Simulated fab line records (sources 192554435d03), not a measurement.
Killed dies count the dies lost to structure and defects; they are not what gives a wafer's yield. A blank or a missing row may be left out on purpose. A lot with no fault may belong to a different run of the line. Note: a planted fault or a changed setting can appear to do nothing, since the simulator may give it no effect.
fab line records ; flow n5-finfet
record lots=11; wafers=33; last-day=19
route steps=1938 shown BEOL_M12@1634 BEOL_M13@1680 PASSIVATION@1936
lots that met no fault: taken from a fault-free run of the same line
start-h: the number of hours between the record's first day and the start of the first shown wafer of the lot ; wait-h: time in hours since the lot's previous step ; " unchanged from the row above ; L1.1+2: a single row standing in for several wafers ; - no value, or no start given ; * or withheld: withheld ; < > ~ a bound
route shown NAME@n: NAME is a module with steps in the file, n the number in the route of the first one ; usual: mean and standard deviation over wafers with no fault ; same: alike in all rows ; chamber/n: place in a boat ; sites: readings site by site ; _std_site: standard deviation across them ; _edge_site: the outer-site mean with the inner-site mean subtracted ; radius-mm: for every site, how far away it sits from the centre of the wafer ; mask NAME#n: copy n ; behind: the last tool/chamber to shape the wafer ; hold: reason for holding the lot/hours on hold/outcome of the hold ; device: whichever transistor did not switch (one of n, p or np) ; end of line: the same wafers' tests at the end of the route ; a step given without rows: its recipe and nothing more ; killed: dies that structure and defects cost at the first sort, which is not the same as the wafer's yield ; map: per-die view of a wafer (x killed, . not killed, _ where there is no die)
set.NAME: setting as actually run; set.NAME@STEP: the setting as run at that earlier step ; model.NAME: the simulator's own value behind a step, which no gauge read
the route's steps for a sample of lots (tables are steps, rows are wafers)
services: when a tool's chamber went out of use (start-h, in hours from the record's first day, below 0 if earlier), for how many hours, and the reason
## steps
# step N5_BEOL_M12_INSPECT_30
# recipe mode=adi; inspect-instrument=macro
# usual raw-defect-count=1.9/1.3
lot.wafer;tool;chamber;start-h;wait-h;raw-defect-count
L996.1;defect-inspect-02;-;258.38;0.0;2
L996.4;defect-inspect-02;-;258.38;0.0;3
L996.6;defect-inspect-02;-;258.38;0.0;1
L997.1;defect-inspect-01;-;258.73;0.0;2
L997.2;defect-inspect-01;-;258.73;0.0;4
L997.6;defect-inspect-01;-;258.73;0.0;1
L100.2;defect-inspect-02;-;307.07;0.0;1
L100.3;defect-inspect-02;-;307.07;0.0;3
L100.6;defect-inspect-02;-;307.07;0.0;4
L107.1;defect-inspect-02;-;367.63;0.0;2
L107.4;defect-inspect-02;-;367.63;0.0;0
L107.6;defect-inspect-02;-;367.63;0.0;2
L109.1;defect-inspect-02;-;370.33;0.0;2
L109.2;defect-inspect-02;-;370.33;0.0;2
L109.5;defect-inspect-02;-;370.33;0.0;4
L108.2;defect-inspect-02;-;372.56;0.0;4
L108.4;defect-inspect-02;-;372.56;0.0;3
L108.5;defect-inspect-02;-;372.56;0.0;1
L998.3;defect-inspect-02;-;379.68;0.0;5
L998.4;defect-inspect-02;-;379.68;0.0;4
L998.6;defect-inspect-02;-;379.68;0.0;1
L110.2;defect-inspect-02;-;407.67;0.1;0
L110.3;defect-inspect-02;-;407.67;0.1;3
L110.6;defect-inspect-02;-;407.67;0.1;2
L114.1;defect-inspect-02;-;408.04;0.0;1
L114.2;defect-inspect-02;-;408.04;0.0;3
L114.4;defect-inspect-02;-;408.04;0.0;1
L115.2;defect-inspect-02;-;414.62;0.0;3
L115.4;defect-inspect-02;-;414.62;0.0;1
L115.6;defect-inspect-02;-;414.62;0.0;3
L119.1;defect-inspect-01;-;420.58;0.0;1
L119.5;defect-inspect-01;-;420.58;0.0;2
L119.6;defect-inspect-01;-;420.58;0.0;4
# step N5_BEOL_M12_DESCUM_33
# recipe chemistry=O2; time-s=7.9; source-power-w=50; bias-power-w=20; pressure-mtorr=20; rf-frequency-hz=2.712e+07; temp-c=40; o2-flow-sccm=225
# usual drypump-motor-current-A=6.0/0.51; oes-product-au=0.80/0.067; rf-vpp-V=242.7/1.4; showerhead-plenum-p-Torr=2.06/0.074; throttle-valve-pct=20.42/0.18
lot.wafer;tool;chamber;start-h;wait-h;drypump-motor-current-A;oes-product-au;rf-hours-counter-h;rf-vpp-V;showerhead-plenum-p-Torr;throttle-valve-pct
L996.1;rie-diel-01;0;258.41;0.0;6.2;0.76;168;240.5;2.00;20.59
L996.4;rie-diel-01;3;258.41;0.0;5.1;0.72;188;240.1;1.91;20.26
L996.6;rie-diel-01;3;258.41;0.0;5.1;0.72;-;240.7;1.91;20.25
L997.1;rie-diel-03;2;258.96;0.2;6.7;0.82;83;243.3;2.11;20.56
L997.2;rie-diel-03;3;258.96;0.2;5.6;0.98;3;243.9;2.15;20.60
L997.6;rie-diel-03;2;258.96;0.2;6.7;0.82;-;243.1;2.11;20.55
L100.2;rie-diel-03;3;307.10;0.0;5.6;0.92;15;242.4;2.14;20.64
L100.3;rie-diel-03;0;307.10;0.0;6.0;0.79;108;241.4;2.01;20.45
L100.6;rie-diel-03;0;307.10;0.0;6.0;0.80;-;243.2;2.01;20.44
L107.1;rie-diel-03;0;367.67;0.0;6.0;0.78;123;242.5;2.00;20.46
L107.4;rie-diel-03;1;367.67;0.0;6.5;0.79;93;243.8;2.11;20.27
L107.6;rie-diel-03;1;367.67;0.0;6.5;0.79;-;243.6;2.11;20.28
L109.1;rie-diel-03;2;370.46;0.1;6.7;0.78;112;243.8;2.10;20.61
L109.2;rie-diel-03;3;370.46;0.1;5.6;0.90;31;242.2;2.14;20.62
L109.5;rie-diel-03;0;370.46;0.1;6.0;0.78;-;243.3;2.00;20.46
L108.2;rie-diel-05;1;372.64;0.1;6.2;0.86;73;243.9;2.03;20.28
L108.4;rie-diel-05;0;372.64;0.1;5.3;0.78;-;243.2;2.08;20.26
L108.5;rie-diel-05;1;372.64;0.1;6.2;0.85;-;243.1;2.03;20.29
L998.3;rie-diel-01;1;379.71;0.0;6.4;0.78;110;242.0;2.03;20.19
L998.4;rie-diel-01;0;379.71;0.0;6.2;0.73;214;241.5;1.99;20.66
L998.6;rie-diel-01;1;379.71;0.0;6.4;0.78;-;244.1;2.03;20.17
L110.2;rie-diel-03;2;407.73;0.1;6.7;0.77;125;242.4;2.10;20.64
L110.3;rie-diel-03;0;407.73;0.1;6.0;0.77;137;242.9;2.00;20.48
L110.6;rie-diel-03;3;407.73;0.1;5.6;0.87;-;243.9;2.13;20.64
L114.1;rie-diel-03;0;408.21;0.2;6.0;0.77;138;241.8;2.00;20.48
L114.2;rie-diel-03;3;408.21;0.2;5.6;0.87;45;242.9;2.13;20.65
L114.4;rie-diel-03;1;408.21;0.2;6.5;0.78;107;243.7;2.11;20.30
L115.2;rie-diel-03;2;414.82;0.2;6.7;0.77;127;244.3;2.10;20.65
L115.4;rie-diel-03;3;414.82;0.2;5.6;0.88;47;243.8;2.13;20.64
L115.6;rie-diel-03;0;414.82;0.2;5.9;0.77;-;241.6;2.00;20.49
L119.1;rie-diel-03;2;420.61;0.0;6.7;0.77;130;243.0;2.10;20.64
L119.5;rie-diel-03;3;420.61;0.0;5.6;0.87;-;243.5;2.13;20.66
L119.6;rie-diel-03;2;420.61;0.0;6.7;0.77;-;242.5;2.10;20.64
# step N5_BEOL_M12_SPUTTER_43
# recipe material=TaN; target-thk-a=150; temp-c=50; bias-v=168.6; power-w=15000; chamber-pressure-pa=0.12; time-s=24.19
# usual throttle-valve-pct=30.3/0.73
lot.wafer;tool;chamber;start-h;wait-h;throttle-valve-pct
L996.1;pvd-sputter-02;-;259.53;0.0;30.2
L996.4;pvd-sputter-02;-;259.53;0.0;29.1
L996.6;pvd-sputter-02;-;259.53;0.0;30.6
L997.1;pvd-sputter-02;-;262.23;0.0;30.8
L997.2;pvd-sputter-02;-;262.23;0.0;30.3
L997.6;pvd-sputter-02;-;262.23;0.0;29.1
L100.2;pvd-sputter-03;-;310.52;0.0;29.6
L100.3;pvd-sputter-03;-;310.52;0.0;30.4
L100.6;pvd-sputter-03;-;310.52;0.0;31.0
L107.1;pvd-sputter-02;-;369.80;0.0;30.3
L107.4;pvd-sputter-02;-;369.80;0.0;31.2
L107.6;pvd-sputter-02;-;369.80;0.0;31.2
L109.1;pvd-sputter-02;-;375.64;0.0;29.2
L109.2;pvd-sputter-02;-;375.64;0.0;30.1
L109.5;pvd-sputter-02;-;375.64;0.0;30.7
L108.2;pvd-sputter-03;-;375.65;0.0;29.8
L108.4;pvd-sputter-03;-;375.65;0.0;30.1
L108.5;pvd-sputter-03;-;375.65;0.0;31.3
L998.3;pvd-sputter-01;-;381.80;0.0;31.2
L998.4;pvd-sputter-01;-;381.80;0.0;29.2
L998.6;pvd-sputter-01;-;381.80;0.0;31.1
L110.2;pvd-sputter-03;-;411.08;0.0;30.1
L110.3;pvd-sputter-03;-;411.08;0.0;29.3
L110.6;pvd-sputter-03;-;411.08;0.0;29.5
L114.1;pvd-sputter-02;-;411.12;0.0;30.7
L114.2;pvd-sputter-02;-;411.12;0.0;30.3
L114.4;pvd-sputter-02;-;411.12;0.0;31.0
L115.2;pvd-sputter-03;-;418.63;0.0;31.1
L115.4;pvd-sputter-03;-;418.63;0.0;30.4
L115.6;pvd-sputter-03;-;418.63;0.0;30.2
L119.1;pvd-sputter-02;-;424.43;0.0;30.9
L119.5;pvd-sputter-02;-;424.43;0.0;29.1
L119.6;pvd-sputter-02;-;424.43;0.0;31.0
# step N5_BEOL_M13_COAT_65
# recipe resist=SOC; temp-c=250; time-s=60; spin-rpm=1500; resist-thk-nm=350
# usual heater-power-total-W=500.6/1.8; plate-temp-C=249.96/0.17
lot.wafer;tool;chamber;start-h;wait-h;heater-power-total-W;plate-temp-C
L996.1;litho-track-02;0;261.90;0.0;502.4;250.10
L996.4;litho-track-02;0;261.90;0.0;501.3;250.18
L996.6;litho-track-02;0;261.90;0.0;502.1;250.08
L997.1;litho-track-03;0;264.54;0.0;498.3;249.83
L997.2;litho-track-03;0;264.54;0.0;500.9;249.98
L997.6;litho-track-03;0;264.54;0.0;503.1;250.26
L100.2;litho-track-02;0;313.13;0.0;498.6;249.86
L100.3;litho-track-02;0;313.13;0.0;499.4;249.67
L100.6;litho-track-02;0;313.13;0.0;498.4;249.96
L107.1;litho-track-04;0;372.23;0.0;501.7;249.91
L107.4;litho-track-04;0;372.23;0.0;499.1;250.00
L107.6;litho-track-04;0;372.23;0.0;501.6;249.78
L109.1;litho-track-03;0;377.94;0.0;498.2;249.91
L109.2;litho-track-03;0;377.94;0.0;502.8;249.88
L109.5;litho-track-03;0;377.94;0.0;498.1;249.80
L108.2;litho-track-04;0;378.11;0.0;454.4;230.23
L108.4;litho-track-04;0;378.11;0.0;452.9;230.26
L108.5;litho-track-04;0;378.11;0.0;453.2;230.31
L998.3;litho-track-04;0;384.68;0.0;450.1;230.66
L998.4;litho-track-04;0;384.68;0.0;450.3;230.35
L998.6;litho-track-04;0;384.68;0.0;453.3;230.01
L110.2;litho-track-03;0;413.40;0.0;502.7;250.20
L110.3;litho-track-03;0;413.40;0.0;501.5;250.12
L110.6;litho-track-03;0;413.40;0.0;501.5;249.87
L114.1;litho-track-02;0;413.76;0.0;502.0;250.13
L114.2;litho-track-02;0;413.76;0.0;502.8;250.18
L114.4;litho-track-02;0;413.76;0.0;502.4;250.12
L115.2;litho-track-03;0;421.10;0.0;502.4;250.19
L115.4;litho-track-03;0;421.10;0.0;497.7;250.31
L115.6;litho-track-03;0;421.10;0.0;497.4;250.07
L119.1;litho-track-02;0;427.24;0.0;498.4;249.80
L119.5;litho-track-02;0;427.24;0.0;497.7;249.92
L119.6;litho-track-02;0;427.24;0.0;502.9;250.17
# step N5_PASSIVATION_PROBE_49
# usual defect-limited-yield=90.9/1.4; killed_at_M0_to_M3=38/11; killed_at_M4_up=13/5.9; killed-at-contacts=14/6.4; killed-at-front-end=38/11; killed-at-other=3.3/2.5; killed-dies=107/16; killed-open=70/12; killed-short=35/7.7; sort_bin_5_function=5.3/0.94; sort_bin_6_memory=3.5/0.7; sort-n-pass=1073/16; sort-yield-pct=90.9/1.4
# same gross-dies=1180; killed-at-back-side=0; sort_bin_4_leakage[%]=0; sort_bin_8_speed[%]=0
lot.wafer;tool;chamber;start-h;wait-h;defect-limited-yield[%];killed_at_M0_to_M3;killed_at_M4_up;killed-at-contacts;killed-at-front-end;killed-at-other;killed-dies;killed-open;killed-short;sort_bin_5_function[%];sort_bin_6_memory[%];sort-n-pass;sort-yield-pct[%]
L107.1;prober-01;-;407.03;0.0;89.7;41;22;20;37;2;122;82;40;5.3;5.1;1058;89.7
L107.4;prober-01;-;407.18;0.2;90.1;55;18;14;29;1;117;80;37;6.4;3.4;1063;90.1
L107.6;prober-01;-;407.28;0.3;90.0;45;20;18;31;4;118;82;36;5.9;3.6;1062;90.0
# killed by level:class
L107.1 MOL_CONTACT_COAG:geometric-particle:open=14 DUMMY_GATE:geometric-particle:open=10 BEOL_M3:geometric-particle:open=10 BEOL_M4:geometric-particle:open=10 BEOL_M2:geometric-particle:open=7 MOL_CONTACT_COAG:geometric-particle:short=6 BEOL_M0_SAQP:geometric-particle:short=6 STI_FIN_REVEAL:geometric-particle:open=5
L107.4 MOL_CONTACT_COAG:geometric-particle:open=12 BEOL_M0:geometric-particle:open=12 BEOL_M4:geometric-particle:open=12 BEOL_M3:geometric-particle:open=11 BEOL_M0_SAQP:geometric-particle:open=10 GATE_CUT:geometric-particle:short=8 BEOL_M0_SAQP:geometric-particle:short=7 BEOL_M2:geometric-particle:open=7
L107.6 MOL_CONTACT_COAG:geometric-particle:open=14 FIN_SAQP:geometric-particle:short=12 BEOL_M2:geometric-particle:open=9 BEOL_M3:geometric-particle:open=9 FIN_SAQP:geometric-particle:open=8 BEOL_M0_SAQP:geometric-particle:open=7 BEOL_M0:geometric-particle:open=6 BEOL_M4:geometric-particle:open=6
## services
tool;chamber;start-h;hours;kind
pvd-sputter-01;-;237.91;1.1;repair
litho-track-02;-;279.12;-;consumable-replace:filter
rie-diel-03;-;322.81;14.6;pm
rie-diel-01;2;329.64;-;clean
rie-diel-01;2;329.64;-;consumable-replace:focus-ring
rie-diel-01;2;329.64;14.3;scheduled-down
rie-diel-01;2;329.64;14.3;vent-cycle
litho-track-02;-;331.79;-;consumable-replace:filter
rie-diel-01;1;341.15;22.0;repair
rie-diel-05;2;349.12;1.4;repair
rie-diel-05;2;372.64;-;clean
rie-diel-05;2;372.64;-;consumable-replace:focus-ring
rie-diel-05;2;372.64;15.4;scheduled-down
rie-diel-05;2;372.64;15.4;vent-cycle
rie-diel-05;3;395.52;5.8;repair
rie-diel-01;2;422.68;5.6;repair
## key
first-sign step=N5_BEOL_M13_COAT_65; reading=plate-temp-C; direction=down; sigmas=99+; usual=*; struck=*
effect step=N5_BEOL_M13_COAT_65; reading=heater-power-total-W; direction=down; sigmas=27; usual=*; struck=*
met-at N5_BEOL_M13_COAT_65
struck-lots L998,L108
not-acting-at N5_BEOL_M12_INSPECT_30,N5_BEOL_M12_DESCUM_33,N5_BEOL_M12_SPUTTER_43
onset-between 372.23 378.11
fault kind=process-parameter-drift; tool=litho-track-04; chamber=-; onset-h=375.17; steps=N5_BEOL_M13_COAT_65; channel=temp-c; offset=*; shape=step; end-h=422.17; acts-in=*; stated=*
